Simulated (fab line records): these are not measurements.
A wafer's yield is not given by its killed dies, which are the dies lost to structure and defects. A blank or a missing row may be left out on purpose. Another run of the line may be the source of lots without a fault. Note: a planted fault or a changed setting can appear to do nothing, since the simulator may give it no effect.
Which tool was responsible? + flow n5 finfet + 24 lots with 72 wafers sampled at 6 steps, on a route of 1938 steps

== WHAT EACH GAUGE READ, for each wafer ==
N5_BEOL_M9_OVL_MEAS_12.
| lot  | measured     | on         | M9_OVL (nm)   |
|------|--------------|------------|---------------|
| L074 | day 9 14:59  | overlay-02 | 0.4 1.3 -0.9  |
| L075 | day 10 09:48 | overlay-02 | 3.0 0.9 1.3   |
| L077 | day 10 10:00 | overlay-01 | 1.5 -0.6 0.8  |
| L076 | day 10 13:22 | overlay-02 | -0.2 1.3 0.5  |
| L078 | day 10 13:28 | overlay-02 | 1.8 1.5 0.7   |
| L081 | day 10 22:04 | overlay-01 | -0.7 0.2 0.5  |
| L079 | day 10 21:51 | overlay-02 | 0.3 -1.0 -0.2 |
| L080 | day 11 09:16 | overlay-01 | 2.4 1.1 1.4   |
| L082 | day 11 13:27 | overlay-01 | 1.4 -0.1 0.5  |
| L083 | day 11 22:17 | overlay-01 | 0.0 0.9 0.9   |
| L088 | day 12 23:10 | overlay-01 | 0.3 2.1 0.7   |
| L084 | day 12 20:39 | overlay-01 | 1.4 1.8 0.5   |
| L085 | day 12 23:16 | overlay-02 | 0.1 1.0 1.2   |
| L086 | day 13 04:07 | overlay-01 | 1.1 1.5 0.5   |
| L087 | day 13 13:50 | overlay-02 | 0.3 0.1 0.5   |
| L089 | day 13 19:46 | overlay-01 | 0.1 0.2 -0.3  |
| L090 | day 13 21:58 | overlay-01 | 0.9 -0.1 1.0  |
| L092 | day 14 02:38 | overlay-01 | 0.6 1.8 1.4   |
| L091 | day 14 02:26 | overlay-01 | 0.9 0.6 1.1   |
| L093 | day 14 07:55 | overlay-02 | -0.7 -0.1 0.5 |
| L094 | day 15 02:13 | overlay-02 | -1.3 0.5 -0.1 |
| L097 | day 15 04:22 | overlay-01 | 0.4 -0.3 0.2  |
| L096 | day 15 09:03 | overlay-01 | -0.3 0.4 0.2  |
| L095 | day 15 08:53 | overlay-01 | 1.2 1.6 1.1   |

N5_BEOL_M9_CD_MEAS_28: target cd 70 nm.
| lot  | measured     | on        | cd nm (nm)     |
|------|--------------|-----------|----------------|
| L074 | day 9 16:38  | cd sem-02 | 70.1 70.7 70.4 |
| L075 | day 10 10:51 | cd sem-03 | 70.1 70.1 70.0 |
| L077 | day 10 11:01 | cd sem-03 | 69.5 69.9 70.4 |
| L076 | day 10 14:55 | cd sem-02 | 70.3 70.2 70.5 |
| L078 | day 10 14:44 | cd sem-03 | 69.8 69.9 69.9 |
| L081 | day 11 00:35 | cd sem-03 | 69.9 70.0 70.4 |
| L079 | day 11 00:46 | cd sem-03 | 70.1 69.8 70.1 |
| L080 | day 11 12:24 | cd sem-03 | 70.1 70.4 69.6 |
| L082 | day 11 16:05 | cd sem-01 | 69.5 69.6 69.8 |
| L083 | day 11 23:13 | cd sem-01 | 70.0 70.3 70.3 |
| L088 | day 13 02:52 | cd sem-03 | 69.7 70.1 70.5 |
| L084 | day 12 21:37 | cd sem-01 | 70.0 70.8 70.1 |
| L085 | day 13 02:49 | cd sem-01 | 70.0 70.1 70.5 |
| L086 | day 13 04:56 | cd sem-02 | 69.7 69.8 70.0 |
| L087 | day 13 15:18 | cd sem-01 | 70.4 69.8 70.1 |
| L089 | day 14 01:01 | cd sem-01 | 70.1 70.9 70.3 |
| L090 | day 14 01:03 | cd sem-03 | 70.0 70.1 70.2 |
| L092 | day 14 03:50 | cd sem-03 | 70.2 70.1 70.4 |
| L091 | day 14 03:52 | cd sem-02 | 69.9 70.3 69.9 |
| L093 | day 14 10:55 | cd sem-02 | 69.9 69.9 69.4 |
| L094 | day 15 03:37 | cd sem-01 | 69.5 69.9 70.0 |
| L097 | day 15 07:25 | cd sem-02 | 70.1 69.4 69.9 |
| L096 | day 15 12:23 | cd sem-01 | 70.3 70.1 70.4 |
| L095 | day 15 12:18 | cd sem-03 | 69.9 70.4 69.6 |

== WHICH TOOL RAN EACH LOT (tool, then ch and the chambers of the sampled wafers, then the start) ==
| lot  | N5_BEOL_M8_STRIP_67                | N5_BEOL_M8_CURE_75            | N5_BEOL_M9_HM_DEP_02         | N5_BEOL_M9_ETCH_62                 |
|------|------------------------------------|-------------------------------|------------------------------|------------------------------------|
| L074 | rie diel-04 ch 0,1,3, day 9 09:28  | uv cure-02 ch 0, day 9 10:52  | pvd sputter-02, day 9 14:27  | rie diel-01 ch 0,1,3, day 9 15:07  |
| L075 | rie diel-06 ch 0,2, day 9 22:30    | uv cure-01 ch 1, day 10 00:55 | pvd sputter-02, day 10 09:16 | rie diel-05 ch 0,2,3, day 10 09:57 |
| L077 | rie diel-04 ch 0,2,3, day 10 02:07 | uv cure-02 ch 1, day 10 04:02 | pvd sputter-02, day 10 09:28 | rie diel-05 ch 2,3, day 10 10:13   |
| L076 | rie diel-02 ch 0,3, day 10 04:43   | uv cure-02 ch 1, day 10 09:19 | pvd sputter-01, day 10 12:58 | rie diel-01 ch 0,1,2, day 10 13:47 |
| L078 | rie diel-06 ch 2,3, day 10 05:13   | uv cure-02 ch 1, day 10 09:28 | pvd sputter-01, day 10 13:04 | rie diel-03 ch 1,2, day 10 13:55   |
| L081 | rie diel-06 ch 1,2,3, day 10 13:51 | uv cure-03 ch 2, day 10 16:13 | pvd sputter-03, day 10 21:32 | rie diel-03 ch 0,2, day 10 22:28   |
| L079 | rie diel-04 ch 0,2, day 10 14:38   | uv cure-03 ch 1, day 10 16:28 | pvd sputter-03, day 10 21:26 | rie diel-03 ch 1,2,3, day 10 22:13 |
| L080 | rie diel-06 ch 0,3, day 11 02:29   | uv cure-01 ch 2, day 11 05:29 | pvd sputter-03, day 11 08:44 | rie diel-03 ch 0,1, day 11 09:24   |
| L082 | rie diel-04 ch 1,2, day 11 02:32   | uv cure-02 ch 0, day 11 05:54 | pvd sputter-01, day 11 12:55 | rie diel-05 ch 0,1, day 11 13:37   |
| L083 | rie diel-06 ch 1,3, day 11 13:43   | uv cure-01 ch 1, day 11 17:12 | pvd sputter-01, day 11 21:53 | rie diel-01 ch 0,3, day 11 22:26   |
| L088 | rie diel-02 ch 1,2,3, day 12 12:31 | uv cure-02 ch 0, day 12 16:58 | pvd sputter-03, day 12 22:38 | rie diel-05 ch 0,2,3, day 12 23:41 |
| L084 | rie diel-06 ch 0,2,3, day 12 12:32 | uv cure-03 ch 0, day 12 16:40 | pvd sputter-01, day 12 20:07 | rie diel-03 ch 0,2, day 12 20:47   |
| L085 | rie diel-04 ch 0,1, day 12 12:49   | uv cure-03 ch 2, day 12 17:13 | pvd sputter-02, day 12 22:52 | rie diel-05 ch 0,3, day 12 23:56   |
| L086 | rie diel-04 ch 1,2, day 12 13:08   | uv cure-01 ch 1, day 12 22:22 | pvd sputter-03, day 13 03:35 | rie diel-01 ch 0,2, day 13 04:16   |
| L087 | rie diel-02 ch 1,2, day 13 06:48   | uv cure-01 ch 1, day 13 08:07 | pvd sputter-01, day 13 13:26 | rie diel-03 ch 0,2,3, day 13 13:59 |
| L089 | rie diel-06 ch 1,2,3, day 13 10:20 | uv cure-01 ch 0, day 13 12:48 | pvd sputter-02, day 13 19:15 | rie diel-01 ch 1,2,3, day 13 19:55 |
| L090 | rie diel-02 ch 0,1,2, day 13 14:40 | uv cure-01 ch 2, day 13 16:35 | pvd sputter-02, day 13 21:26 | rie diel-01 ch 0,3, day 13 22:06   |
| L092 | rie diel-02 ch 0,1,2, day 13 17:16 | uv cure-03 ch 0, day 13 19:10 | pvd sputter-01, day 14 02:07 | rie diel-03 ch 0,2,3, day 14 02:47 |
| L091 | rie diel-06 ch 0,1, day 13 17:25   | uv cure-01 ch 0, day 13 19:15 | pvd sputter-02, day 14 02:02 | rie diel-01 ch 0,2, day 14 02:35   |
| L093 | rie diel-04 ch 1,3, day 13 20:16   | uv cure-02 ch 0, day 14 02:02 | pvd sputter-03, day 14 07:23 | rie diel-03 ch 0,2, day 14 08:12   |
| L094 | rie diel-04 ch 1,2,3, day 14 17:28 | uv cure-01 ch 0, day 14 19:32 | pvd sputter-02, day 15 01:48 | rie diel-03 ch 0,1, day 15 02:50   |
| L097 | rie diel-02 ch 2,3, day 14 21:41   | uv cure-02 ch 2, day 14 23:16 | pvd sputter-02, day 15 03:49 | rie diel-03 ch 0,1,3, day 15 04:30 |
| L096 | rie diel-06 ch 1,3, day 14 22:59   | uv cure-01 ch 0, day 15 01:58 | pvd sputter-01, day 15 08:30 | rie diel-01 ch 0,1,2, day 15 09:14 |
| L095 | rie diel-06 ch 0,2,3, day 14 23:49 | uv cure-02 ch 1, day 15 02:02 | pvd sputter-01, day 15 08:22 | rie diel-05 ch 0,2,3, day 15 09:02 |
- N5_BEOL_M8_STRIP_67: strips in CF4.
- N5_BEOL_M8_CURE_75: cures SiCOH lowk, time 120 s.
- N5_BEOL_M9_HM_DEP_02: deposits TiN, target thk 20 nm.
- N5_BEOL_M9_ETCH_62: etches SOC in N2/H2, target depth 110 nm, overetch 22 nm, time 165 s.

== AS READ BY THE TOOLS THEMSELVES (means over the sampled wafers that have a number; for cases with no such wafer, the mark the record gives instead) ==
N5_BEOL_M8_STRIP_67.
| lot  | tool        | drypump motor current A (A) | oes product au (a.u.) | rf vpp V (V) | showerhead plenum p Torr (Torr) | throttle valve pct (%) |
|------|-------------|-----------------------------|-----------------------|--------------|---------------------------------|------------------------|
| L074 | rie diel-04 | 5.6                         | 0.74                  | 270.9        | 1.76                            | 13.70                  |
| L075 | rie diel-06 | 5.6                         | 0.87                  | 270.4        | 1.75                            | 13.38                  |
| L077 | rie diel-04 | 5.9                         | 0.72                  | 271.2        | 1.77                            | 13.66                  |
| L076 | rie diel-02 | 5.4                         | 0.79                  | 270.8        | 1.79                            | 13.70                  |
| L078 | rie diel-06 | 5.5                         | 0.81                  | 270.5        | 1.76                            | 13.62                  |
| L081 | rie diel-06 | 5.7                         | 0.82                  | 270.4        | 1.76                            | 13.71                  |
| L079 | rie diel-04 | 6.0                         | 0.70                  | 271.5        | 1.78                            | 13.67                  |
| L080 | rie diel-06 | 5.6                         | 0.88                  | 270.7        | 1.74                            | 13.28                  |
| L082 | rie diel-04 | 5.7                         | 0.71                  | 269.0        | 1.74                            | 13.77                  |
| L083 | rie diel-06 | 5.7                         | 0.83                  | 270.7        | 1.75                            | 13.60                  |
| L088 | rie diel-02 | 5.2                         | 0.74                  | 270.0        | 1.76                            | 13.65                  |
| L084 | rie diel-06 | 5.5                         | 0.81                  | 270.4        | 1.75                            | 13.54                  |
| L085 | rie diel-04 | 5.8                         | 0.71                  | 271.8        | 1.78                            | 13.75                  |
| L086 | rie diel-04 | 5.4                         | 0.71                  | 270.4        | 1.73                            | 13.85                  |
| L087 | rie diel-02 | 5.4                         | 0.69                  | 269.3        | 1.74                            | 13.63                  |
| L089 | rie diel-06 | 5.7                         | 0.79                  | 269.9        | 1.75                            | 13.77                  |
| L090 | rie diel-02 | 5.4                         | 0.79                  | 270.5        | 1.79                            | 13.51                  |
| L092 | rie diel-02 | 5.4                         | 0.79                  | 271.0        | 1.79                            | 13.51                  |
| L091 | rie diel-06 | 6.0                         | 0.85                  | 270.6        | 1.74                            | 13.60                  |
| L093 | rie diel-04 | 5.4                         | 0.73                  | 270.5        | 1.72                            | 13.79                  |
| L094 | rie diel-04 | 5.5                         | 0.80                  | 269.0        | 1.72                            | 13.63                  |
| L097 | rie diel-02 | 4.9                         | 0.74                  | 271.7        | 1.80                            | 13.69                  |
| L096 | rie diel-06 | 5.9                         | 0.82                  | 269.3        | 1.74                            | 13.75                  |
| L095 | rie diel-06 | 5.6                         | 0.79                  | 270.2        | 1.75                            | 13.59                  |

N5_BEOL_M8_CURE_75.
| lot  | tool       | lamp power pct (%) | wafer_temp_C_max |
|------|------------|--------------------|------------------|
| L074 | uv cure-02 | 52.30              | 371.2            |
| L075 | uv cure-01 | 52.30              | 372.0            |
| L077 | uv cure-02 | 52.32              | 372.4            |
| L076 | uv cure-02 | 52.34              | 371.9            |
| L078 | uv cure-02 | 52.33              | 372.2            |
| L081 | uv cure-03 | 52.31              | 371.5            |
| L079 | uv cure-03 | 52.33              | 371.9            |
| L080 | uv cure-01 | 52.39              | 370.9            |
| L082 | uv cure-02 | 52.32              | 371.6            |
| L083 | uv cure-01 | 52.33              | 372.5            |
| L088 | uv cure-02 | 52.33              | 371.3            |
| L084 | uv cure-03 | 52.36              | 372.2            |
| L085 | uv cure-03 | 52.32              | 372.1            |
| L086 | uv cure-01 | 52.34              | 372.2            |
| L087 | uv cure-01 | 52.28              | 372.7            |
| L089 | uv cure-01 | 52.30              | 371.6            |
| L090 | uv cure-01 | 52.36              | 371.4            |
| L092 | uv cure-03 | 52.25              | 371.9            |
| L091 | uv cure-01 | 52.33              | 371.2            |
| L093 | uv cure-02 | 52.36              | 371.5            |
| L094 | uv cure-01 | 52.33              | 371.2            |
| L097 | uv cure-02 | 52.27              | 370.7            |
| L096 | uv cure-01 | 52.27              | 371.6            |
| L095 | uv cure-02 | 52.28              | 372.6            |

N5_BEOL_M9_HM_DEP_02.
| lot  | tool           | throttle valve pct (%) |
|------|----------------|------------------------|
| L074 | pvd sputter-02 | 29.9                   |
| L075 | pvd sputter-02 | 30.1                   |
| L077 | pvd sputter-02 | 29.9                   |
| L076 | pvd sputter-01 | 29.3                   |
| L078 | pvd sputter-01 | 30.1                   |
| L081 | pvd sputter-03 | 29.4                   |
| L079 | pvd sputter-03 | 28.8                   |
| L080 | pvd sputter-03 | 28.5                   |
| L082 | pvd sputter-01 | 30.0                   |
| L083 | pvd sputter-01 | 29.8                   |
| L088 | pvd sputter-03 | 28.5                   |
| L084 | pvd sputter-01 | 30.1                   |
| L085 | pvd sputter-02 | 30.1                   |
| L086 | pvd sputter-03 | 30.0                   |
| L087 | pvd sputter-01 | 28.9                   |
| L089 | pvd sputter-02 | 29.7                   |
| L090 | pvd sputter-02 | 29.6                   |
| L092 | pvd sputter-01 | 30.2                   |
| L091 | pvd sputter-02 | 30.0                   |
| L093 | pvd sputter-03 | 28.6                   |
| L094 | pvd sputter-02 | 29.7                   |
| L097 | pvd sputter-02 | 30.3                   |
| L096 | pvd sputter-01 | 29.5                   |
| L095 | pvd sputter-01 | 29.3                   |

N5_BEOL_M9_ETCH_62.
| lot  | tool        | drypump motor current A (A) | oes product au (a.u.) | rf vpp V (V) | showerhead plenum p Torr (Torr) | throttle valve pct (%) |
|------|-------------|-----------------------------|-----------------------|--------------|---------------------------------|------------------------|
| L074 | rie diel-01 | 6.0                         | 0.61                  | 521.5        | 2.45                            | 17.84                  |
| L075 | rie diel-05 | 5.9                         | 0.72                  | 524.2        | 2.56                            | 17.83                  |
| L077 | rie diel-05 | 5.6                         | 0.74                  | 524.1        | 2.60                            | 17.63                  |
| L076 | rie diel-01 | 5.8                         | 0.64                  | 521.6        | 2.46                            | 17.79                  |
| L078 | rie diel-03 | 5.0                         | 0.65                  | 523.5        | 2.50                            | 18.06                  |
| L081 | rie diel-03 | 6.1                         | 0.75                  | 522.8        | 2.49                            | 17.65                  |
| L079 | rie diel-03 | 5.4                         | 0.69                  | 522.4        | 2.50                            | 17.90                  |
| L080 | rie diel-03 | 6.0                         | 0.78                  | 521.8        | 2.48                            | 17.62                  |
| L082 | rie diel-05 | 6.1                         | 0.65                  | 521.8        | 2.49                            | 17.88                  |
| L083 | rie diel-01 | 6.2                         | 0.62                  | 521.3        | 2.47                            | 17.83                  |
| L088 | rie diel-05 | 5.9                         | 0.69                  | 524.8        | 2.55                            | 17.85                  |
| L084 | rie diel-03 | 6.1                         | 0.72                  | 523.0        | 2.49                            | 17.66                  |
| L085 | rie diel-05 | 5.8                         | 0.71                  | 524.0        | 2.57                            | 18.02                  |
| L086 | rie diel-01 | 5.7                         | 0.67                  | 522.5        | 2.47                            | 17.71                  |
| L087 | rie diel-03 | 6.0                         | 0.69                  | 522.6        | 2.49                            | 17.75                  |
| L089 | rie diel-01 | 5.9                         | 0.70                  | 524.1        | 2.53                            | 17.64                  |
| L090 | rie diel-01 | 6.2                         | 0.62                  | 521.9        | 2.46                            | 17.86                  |
| L092 | rie diel-03 | 6.0                         | 0.69                  | 523.0        | 2.49                            | 17.75                  |
| L091 | rie diel-01 | 5.8                         | 0.66                  | 521.6        | 2.47                            | 17.71                  |
| L093 | rie diel-03 | 6.1                         | 0.71                  | 522.3        | 2.48                            | 17.68                  |
| L094 | rie diel-03 | 5.3                         | 0.72                  | 522.2        | 2.48                            | 17.86                  |
| L097 | rie diel-03 | 5.9                         | 0.72                  | 522.2        | 2.48                            | 17.73                  |
| L096 | rie diel-01 | 5.8                         | 0.68                  | 524.3        | 2.55                            | 17.70                  |
| L095 | rie diel-05 | 5.9                         | 0.67                  | 522.5        | 2.54                            | 17.88                  |

== THE ANSWER, worked out from the rows above alone ==
Rule: what is usual is taken from the lots themselves. The widest of any qualifying gaps counts: lots, ordered by their means at a reading, are off when they make up no more than a third of the lots, leave a main group of 4 or more, and stand apart from it by 3 or more times the standard deviation of that group's means. The tables above print the reading to a certain number of digits; a main group whose means all agree to those digits is not used. Also off: a lot with no number at a reading for which 4 or more lots have one. Any other lot the step has rows for is counted as sound. Order of review: gauges by route order, followed by the tools' own readings, for which a lot's mean as printed above is used. At the first step where some lot is off, the reading lying furthest off is the one used; lots without a number count as furthest.
Nothing can be told from this: no lot is off at any reading shown.

== WHAT WAS PUT IN BY THE SIMULATOR ==
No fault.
